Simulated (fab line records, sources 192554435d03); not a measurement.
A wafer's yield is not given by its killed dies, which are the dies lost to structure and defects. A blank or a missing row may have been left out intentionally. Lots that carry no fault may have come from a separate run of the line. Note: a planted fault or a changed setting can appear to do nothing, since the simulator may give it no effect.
Matching of chambers ; flow n5_finfet ; 4 sister chambers for N5_BEOL_M14_ETCH_67 on rie_diel-01
The step etches SiARC in CF4, target depth 143 nm, time 238.3 s. 8 wafers are shown with their chamber, then 10 later ones without.

== EACH WAFER AND ITS CHAMBER ==
wafer;chamber;showerhead_plenum_p_Torr (Torr);throttle_valve_pct (%)
L084.6;1;2.17;15.0
L085.1;2;2.19;16.1
L085.2;0;2.27;15.7
L087.1;2;2.19;16.1
L087.3;3;2.10;15.7
L087.5;3;2.10;15.7
L090.1;0;2.27;15.7
L090.3;1;2.16;15.1

== WAFERS WHOSE CHAMBER IS MISSING ==
wafer;showerhead_plenum_p_Torr (Torr);throttle_valve_pct (%)
L090.6;2.27;15.7
L092.1;2.10;15.7
L092.2;2.27;15.7
L092.3;2.19;16.1
L093.1;2.27;15.8
L093.3;2.16;15.1
L093.4;2.10;15.7
L096.3;2.18;15.6
L096.5;2.16;15.1
L096.6;2.18;15.6

== WHICH CHAMBER EACH ONE RAN IN ==
wafer;from the rows above;in truth
L090.6;0;0
L092.1;3;3
L092.2;0;0
L092.3;2;2
L093.1;0;0
L093.3;1;1
L093.4;3;3
L096.3;can't be placed: 2 or 1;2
L096.5;1;1
L096.6;can't be placed: 2 or 1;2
8 of 10 placed correctly. Not placeable from these rows: 2 (in 2, the candidates include the true chamber). Wrongly placed: 0.
How it was worked out, from the rows above alone: a wafer's distance from a chamber is the root of the sum, over the readings, of the square of ((its reading less the chamber's mean) divided by the reading's scatter). If the next closest chamber is less than 2 further off than the closest, the wafer can't be placed; otherwise it belongs to the closest. For every chamber, the mean is computed from those of its wafers that are shown. The scatter: the root of (the sum of the squares of (reading less its chamber's mean) over the shown wafers, divided by (wafers less chambers)).
